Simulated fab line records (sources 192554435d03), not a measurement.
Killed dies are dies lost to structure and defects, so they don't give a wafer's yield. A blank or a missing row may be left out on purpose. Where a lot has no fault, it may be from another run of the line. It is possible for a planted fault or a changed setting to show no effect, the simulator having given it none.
What tool caused it? ; flow n5_finfet ; 9 lots with 26 wafers sampled at 5 steps, on a route of 1938 steps

## WHAT THE GAUGES READ, wafer by wafer
N5_BEOL_M4_RC_MEAS_101. Usual: DIBL_N 36.2 mV/V, standard deviation 1.6; DIBL_P 36.5 mV/V, standard deviation 1.9; IOFF_N 0.158 nA/um, standard deviation 0.027; IOFF_P 0.21 nA/um, standard deviation 0.038; ION_N 675 uA/um, standard deviation 12; ION_P 464 uA/um, standard deviation 8.9; SS_N 71.5 mV/dec, standard deviation 0.61; SS_P 73.4 mV/dec, standard deviation 0.59; VT_N 250.4 mV, standard deviation 3; VT_P -250 mV, standard deviation 3.6.
lot;measured;on;DIBL_N (mV/V);DIBL_P (mV/V);IOFF_N (nA/um);IOFF_P (nA/um);ION_N (uA/um);ION_P (uA/um);SS_N (mV/dec);SS_P (mV/dec);VT_N (mV);VT_P (mV);flag
L492;day 8 02:20;prober-01;35.1 34.4 34.1;35.1 34.7 33.3;0.140 0.130 0.114;0.18 0.18 0.16;670 663 656;458 461 449;71.4 70.9 71.2;73.4 73.1 72.0;250.7 255.0 254.7;-254 -254 -255;
L493;day 8 17:38;prober-01;36.9 38.4 36.7;36.6 37.3 35.5;0.154 0.171 0.148;0.22 0.22 0.20;666 669 670;461 461 458;72.4 71.9 71.7;73.5 74.1 72.9;254.4 251.4 253.9;-251 -252 -252;
L497;day 9 19:01;prober-01;34.9 34.2 36.7;34.8 34.6 37.9;0.129 0.121 0.165;0.20 0.19 0.25;673 665 685;465 461 474;71.5 71.3 72.1;73.4 72.7 73.2;255.7 254.4 248.9;-249 -251 -245;
L502;day 11 11:46;prober-02;34.4 37.1 36.1;33.6 37.9 35.3;0.128 0.175 0.154;0.15 0.22 0.17;658 672 674;446 456 456;70.3 71.5 71.2;72.3 74.1 72.9;251.3 248.8 248.4;-258 -250 -251;
L503;day 11 09:55;prober-02;36.5 35.6 36.6;35.8 35.8 36.3;0.149 0.133 0.158;0.23 0.24 0.24;669 668 687;466 473 477;72.0 71.4 71.9;73.0 73.2 73.9;250.0 252.2 248.9;-248 -245 -247;
L504;day 11 15:34;prober-01;39.3 38.4;40.7 39.7;0.232 0.198;0.31 0.31;699 686;480 474;72.4 71.0;74.5 74.5;243.7 244.2;-241 -240;
L507;day 12 15:55;prober-01;36.6 37.2 35.2;37.1 37.6 36.7;0.172 0.176 0.142;0.21 0.22 0.20;666 669 673;463 458 462;72.4 72.7 71.5;72.5 74.3 73.6;249.4 250.6 252.4;-252 -252 -253;
L508;day 12 17:14;prober-01;35.9 37.0 38.6;35.2 37.2 40.1;0.144 0.162 0.212;0.20 0.23 0.30;699 691 705;475 467 488;71.7 71.6 72.1;73.5 74.1 74.0;248.9 248.4 245.7;-250 -251 -242;
L513;day 14 01:01;prober-01;38.4 36.2 36.0;38.9 36.3 35.3;0.223 0.157 0.158;0.30 0.23 0.21;690 666 675;478 461 461;73.0 71.9 71.6;74.6 73.7 72.9;246.9 252.2 252.8;-245 -248 -252;

## TOOL THAT RAN EACH LOT (tool first, then ch and the chambers of the sampled wafers, then the start)
lot;N5_MOL_CONTACT_COAG_VIA_ETCH_46;N5_MOL_CONTACT_COAG_ETCH_66;N5_MOL_CONTACT_COAG_ALD_133;N5_MOL_CONTACT_COAG_STRIP_49
L492;rie_diel-02 ch 0,2,3, day 5 16:47;rie_diel-05 ch 1,2, day 5 17:47;ald_sin-02 ch 0,1,3, day 5 17:52;plasma_asher-01 ch 0,1, day 5 18:41
L493;rie_diel-04 ch 0,3, day 5 19:44;rie_diel-05 ch 1,3, day 5 20:41;ald_sin-01 ch 0,2,3, day 5 21:02;plasma_asher-01 ch 0,1, day 5 21:35
L497;rie_diel-05 ch 1,2, day 7 02:36;rie_diel-04 ch 0,3, day 7 03:29;ald_sin-02 ch 1,3, day 7 03:34;plasma_asher-01 ch 0,1, day 7 04:11
L502;rie_diel-02 ch 0,2,3, day 8 02:09;rie_diel-02 ch 0,1,2, day 8 03:13;ald_sin-01 ch 1,2,3, day 8 03:18;plasma_asher-02 ch 0,1, day 8 04:01
L503;rie_diel-04 ch 2,3, day 8 06:11;rie_diel-05 ch 1,3, day 8 07:13;ald_sin-02 ch 0,2,3, day 8 07:18;plasma_asher-02 ch 0,1, day 8 08:16
L504;rie_diel-05 ch 0,2, day 8 13:56;rie_diel-04 ch 1,3, day 8 14:53;ald_sin-02 ch 2,3, day 8 16:53;plasma_asher-02 ch 0,1, day 8 17:32
L507;rie_diel-05 ch 2,3, day 9 14:09;rie_diel-05 ch 0,3, day 9 15:07;ald_sin-01 ch 0,1, day 9 15:11;plasma_asher-01 ch 0,1, day 9 15:45
L508;rie_diel-04 ch 0,1,3, day 10 05:41;rie_diel-04 ch 0,1,3, day 10 06:32;ald_sin-01 ch 0,1,2, day 10 06:37;plasma_asher-01 ch 0,1, day 10 07:15
L513;rie_diel-02 ch 0,3, day 10 19:31;rie_diel-05 ch 0,2, day 10 20:22;ald_sin-02 ch 0,3, day 10 20:27;plasma_asher-01 ch 0,1, day 10 21:00
- N5_MOL_CONTACT_COAG_VIA_ETCH_46: etches SiO2 in C4F6/O2, target depth 46 nm, overetch 9.2 nm, time 40 s.
- N5_MOL_CONTACT_COAG_ETCH_66: etches SiARC in CF4, target depth 13 nm, time 21.7 s.
- N5_MOL_CONTACT_COAG_ALD_133: deposits SiO2, target thk 5 nm, pulse time 1 s, co reactant pulse time 1 s.
- N5_MOL_CONTACT_COAG_STRIP_49: strips in N2/H2, time 30 s.

## AS READ BY THE TOOLS THEMSELVES (means over the sampled wafers that have a number; for cases with no such wafer, the mark the record gives instead)
N5_MOL_CONTACT_COAG_VIA_ETCH_46. Usual: drypump_motor_current_A 5.8 A, standard deviation 0.43; oes_product_au 0.73 a.u., standard deviation 0.073; rf_vpp_V 1595 V, standard deviation 31; showerhead_plenum_p_Torr 2.86 Torr, standard deviation 0.093; throttle_valve_pct 40.66 %, standard deviation 0.28.
lot;tool;drypump_motor_current_A (A);oes_product_au (a.u.);rf_vpp_V (V);showerhead_plenum_p_Torr (Torr);throttle_valve_pct (%);flag
L492;rie_diel-02;5.9;0.68;1606;2.86;40.61;
L493;rie_diel-04;6.1;0.63;1610;2.88;40.79;
L497;rie_diel-05;5.9;0.73;1577;2.82;40.99;
L502;rie_diel-02;5.9;0.73;1605;2.86;40.59;
L503;rie_diel-04;6.0;0.63;1593;2.83;40.90;
L504;rie_diel-05;6.2;0.72;1567;2.85;40.89;
L507;rie_diel-05;5.6;0.72;1586;2.99;40.96;
L508;rie_diel-04;5.7;0.75;1612;2.85;40.68;
L513;rie_diel-02;5.8;0.68;1635;2.76;40.65;

N5_MOL_CONTACT_COAG_ETCH_66. Usual: drypump_motor_current_A 5.8 A, standard deviation 0.46; etch_rf_on_time_s 21.6 s, standard deviation 0.33; oes_product_au 0.70 a.u., standard deviation 0.078; rf_vpp_V 184.3 V, standard deviation 1.3; showerhead_plenum_p_Torr 2.16 Torr, standard deviation 0.071; throttle_valve_pct 15.51 %, standard deviation 0.23.
lot;tool;drypump_motor_current_A (A);etch_rf_on_time_s (s);oes_product_au (a.u.);rf_vpp_V (V);showerhead_plenum_p_Torr (Torr);throttle_valve_pct (%);flag
L492;rie_diel-05;6.2;21.7;0.66;183.3;2.17;15.83;
L493;rie_diel-05;5.5;21.3;0.77;184.7;2.16;15.51;
L497;rie_diel-04;5.6;21.6;0.59;183.7;2.15;15.57;
L502;rie_diel-02;5.8;21.8;0.68;183.8;2.15;15.46;
L503;rie_diel-05;5.3;21.4;0.75;184.9;2.22;15.53;
L504;rie_diel-04;6.0;21.4;0.69;185.1;2.19;15.50;
L507;rie_diel-05;5.4;21.6;0.75;184.3;2.21;15.48;
L508;rie_diel-04;5.7;21.8;0.71;185.2;2.16;15.39;
L513;rie_diel-05;6.3;21.4;0.82;183.9;2.16;15.50;

N5_MOL_CONTACT_COAG_ALD_133. Usual: heater_power_w 72 W, standard deviation 5.9; precursor_pulse_height_rel 1.002, standard deviation 0.019.
lot;tool;heater_power_w (W);precursor_pulse_height_rel;flag
L492;ald_sin-02;70;1.014;
L493;ald_sin-01;75;1.002;
L497;ald_sin-02;69;0.973;
L502;ald_sin-01;80;1.012;
L503;ald_sin-02;70;1.000;
L504;ald_sin-02;69;0.991;
L507;ald_sin-01;69;1.023;
L508;ald_sin-01;76;1.016;
L513;ald_sin-02;71;0.998;

N5_MOL_CONTACT_COAG_STRIP_49. Usual: drypump_motor_current_A 5.8 A, standard deviation 0.58; heater_power_w 355 W, standard deviation 44.
lot;tool;drypump_motor_current_A (A);heater_power_w (W);flag
L492;plasma_asher-01;5.4;322;
L493;plasma_asher-01;5.4;322;
L497;plasma_asher-01;5.3;317;
L502;plasma_asher-02;6.2;409;
L503;plasma_asher-02;6.2;415;
L504;plasma_asher-02;6.0;405;
L507;plasma_asher-01;5.4;318;
L508;plasma_asher-01;5.8;328;
L513;plasma_asher-01;5.8;329;

## THE ANSWER, worked out from the rows above alone
Rule: a lot is off if the mean of its wafers that have a number lies more than 3 standard deviations from the usual mean. A lot without any number at a reading at which 4 lots or more have one is off too. Where the step has rows for the other lots, those lots are counted as sound. First the gauges in route order, then the tools' own readings, where a lot's mean is used as printed above. The first step at which some lot is off is used, and at that step the reading that is off furthest; a lot without a number counts as furthest.
Across all readings shown, no lot is off: no conclusion can be drawn from this.

## WHAT WAS PUT IN BY THE SIMULATOR
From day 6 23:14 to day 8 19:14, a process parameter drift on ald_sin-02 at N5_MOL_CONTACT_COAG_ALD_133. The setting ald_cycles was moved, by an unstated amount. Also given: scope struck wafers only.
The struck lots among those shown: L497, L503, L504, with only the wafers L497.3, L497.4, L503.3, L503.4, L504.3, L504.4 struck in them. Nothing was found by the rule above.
